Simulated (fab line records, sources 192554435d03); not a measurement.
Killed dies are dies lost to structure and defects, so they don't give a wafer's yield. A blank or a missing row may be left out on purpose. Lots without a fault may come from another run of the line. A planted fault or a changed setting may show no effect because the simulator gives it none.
A struck lot beside a sound one | flow n5_finfet | 14 steps out of a route of 1938
Sound: wafers L161.1, L161.2, L161.4. Struck: wafer L172.5. (L172.3, L172.6 of the same lot were not struck and are left out.) The cause comes at the end.
At each step with rows: each side's tool, then ch and its chambers, then its first start. Under that, the readings that differ: sound wafers | struck wafers | difference of the means | sigmas: that difference in standard deviations of wafers without a fault.
alike: readings whose means differ by less than 2 such deviations, and words and numbers that are the same on both sides. not compared: withheld readings, readings that some wafer has no value for, bounds like >300 that may hide the same value, and numbers for which the record gives no deviation and whose values overlap.
The two part at a step that has a row with sigmas, a row that says differs or no value, or rows on one side only. Numbers that don't overlap but have no deviation are shown without sigmas and don't part them. A reading that every wafer of one side lacks parts them only if that side has two wafers or more.

first, 1 step without rows for these wafers: N5_BEOL_M5_SPUTTER_81 (material Cu, target thk 15 nm, time 27.62 s).
N5_BEOL_M5_ANNEAL_82: time 1800 s.
  sound on pvd_sputter-02, day 8 01:11; struck on pvd_sputter-02, day 10 23:50
  alike: heater_power_w
then, 2 steps without rows for these wafers: N5_BEOL_M5_SPUTTER_83 (material Cu, target thk 15 nm, time 27.62 s); N5_BEOL_M5_ANNEAL_84 (time 1800 s).
N5_BEOL_M5_SPUTTER_88: material Cu, target thk 15 nm, time 27.62 s.
  sound on pvd_sputter-02, day 8 03:17; struck on pvd_sputter-02, day 11 01:55
  alike: throttle_valve_pct
then, 1 step without rows for these wafers: N5_BEOL_M5_ANNEAL_89 (time 1800 s).
N5_BEOL_M5_SPUTTER_90: material Cu, target thk 4.5 nm, time 8.29 s.
  sound on pvd_sputter-02, day 8 04:22; struck on pvd_sputter-02, day 11 03:01
  alike: throttle_valve_pct
then, 2 steps without rows for these wafers: N5_BEOL_M5_ECD_50 (material Cu, target thk 300 nm); N5_BEOL_M5_ANNEAL_51 (time 90 s).
N5_BEOL_M5_CMP_52: polishes, stops on SiCOH lowk, t overpolish 6.9 s, target thk 62 nm.
  sound on cmp-01 ch 1,2,3, day 8 04:52; struck on cmp-01 ch 1, day 11 03:53
  reading                      | sound          | struck | difference | sigmas
  barrier_field_endpoint_s (s) | 26.2 25.2 25.0 | 24.0   | -1.5       | -2
  time_to_endpoint_s (s)       | 69 68 61       | 57     | -9         | -2
  alike: motor_current_A, overpolish_run_s, retaining_ring_pressure_frac, slurry_filter_dp_kPa
  not compared: pad_life_wafers
N5_BEOL_M5_THK_MEAS_53: measures by xrf.
  sound on film_metro-01, day 8 05:10; struck on film_metro-02, day 11 04:07
  alike: M5_THK
N5_BEOL_M5_PRE_CLEAN_77: time 15 s.
  sound on cvd_co-01 ch 0,1,2, day 8 05:12; struck on cvd_co-02 ch 1, day 11 04:09
  reading            | sound    | struck | difference | sigmas
  heater_power_w (W) | 79 54 65 | 88     | +22        | +2
N5_BEOL_M5_CO_CAP_78: material Co, precursor CCTBA/H2, target thk 2 nm, time 102.1 s.
  sound on cvd_co-01 ch 0,1,2, day 8 05:14; struck on cvd_co-02 ch 1, day 11 04:11
  reading                                   | sound             | struck | difference | sigmas
  run_length_s (s)                          | 124.8 126.3 124.8 | 166.2  | +40.9      | +61
  model.Co_of_BEOL_M5_CO_CAP_78.thk_nm (nm) | 2 2 2             | 3      | +1         |
  alike: heater_power_w
then, 1 step without rows for these wafers: N5_BEOL_M5_PRE_CLEAN_55 (time 15 s).

WHERE THEY PART
First at N5_BEOL_M5_CMP_52; last, within this record, at N5_BEOL_M5_CO_CAP_78.

WHY: what the simulator had put in
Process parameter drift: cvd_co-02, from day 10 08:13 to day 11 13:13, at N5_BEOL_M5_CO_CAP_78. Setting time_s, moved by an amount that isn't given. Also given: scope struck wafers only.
